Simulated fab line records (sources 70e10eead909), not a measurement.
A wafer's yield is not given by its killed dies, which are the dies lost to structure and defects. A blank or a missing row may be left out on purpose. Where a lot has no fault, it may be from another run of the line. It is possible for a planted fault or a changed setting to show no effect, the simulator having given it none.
Chamber matching | flow nand-harc | NHARC_A_SLIT_DEP_23 on pecvd-02: 3 sister chambers
The step deposits SiON, target thk 100 nm. 6 wafers are shown with their chamber, then 6 later ones without.

== WAFERS, EACH WITH ITS CHAMBER ==
wafer  | chamber | heater-power-w (W)
L243.1 | 1       | 659
L243.2 | 2       | 660
L243.6 | 0       | 902
L242.1 | 1       | 568
L242.2 | 0       | 893
L242.3 | 2       | 612

== WAFERS WITH NO CHAMBER GIVEN ==
wafer  | heater-power-w (W)
L247.1 | 694
L247.2 | 867
L247.6 | 576
L244.1 | 861
L244.3 | 691
L244.6 | 676

== THE CHAMBER EACH PASSED THROUGH ==
wafer  | from the rows above     | in truth
L247.1 | can't be placed: 2 or 1 | 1
L247.2 | 0                       | 0
L247.6 | can't be placed: 1 or 2 | 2
L244.1 | 0                       | 0
L244.3 | can't be placed: 2 or 1 | 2
L244.6 | can't be placed: 2 or 1 | 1
Correct placement for 2 of the 6. Not placeable from these rows: 4 (in 4, the candidates include the true chamber). Number placed wrongly: 0.
How it was worked out, from the rows above alone: a wafer's distance from a chamber is the root of the sum, over the readings, of the square of ((its reading less the chamber's mean) divided by the reading's scatter). The wafer belongs to the nearest chamber; if the next one is less than 2 further off, it can't be placed. Each chamber's mean is taken over the wafers shown for it. The scatter: take each reading less its chamber's mean, square it, sum over the shown wafers, divide by the number of wafers less the number of chambers, and take the root.
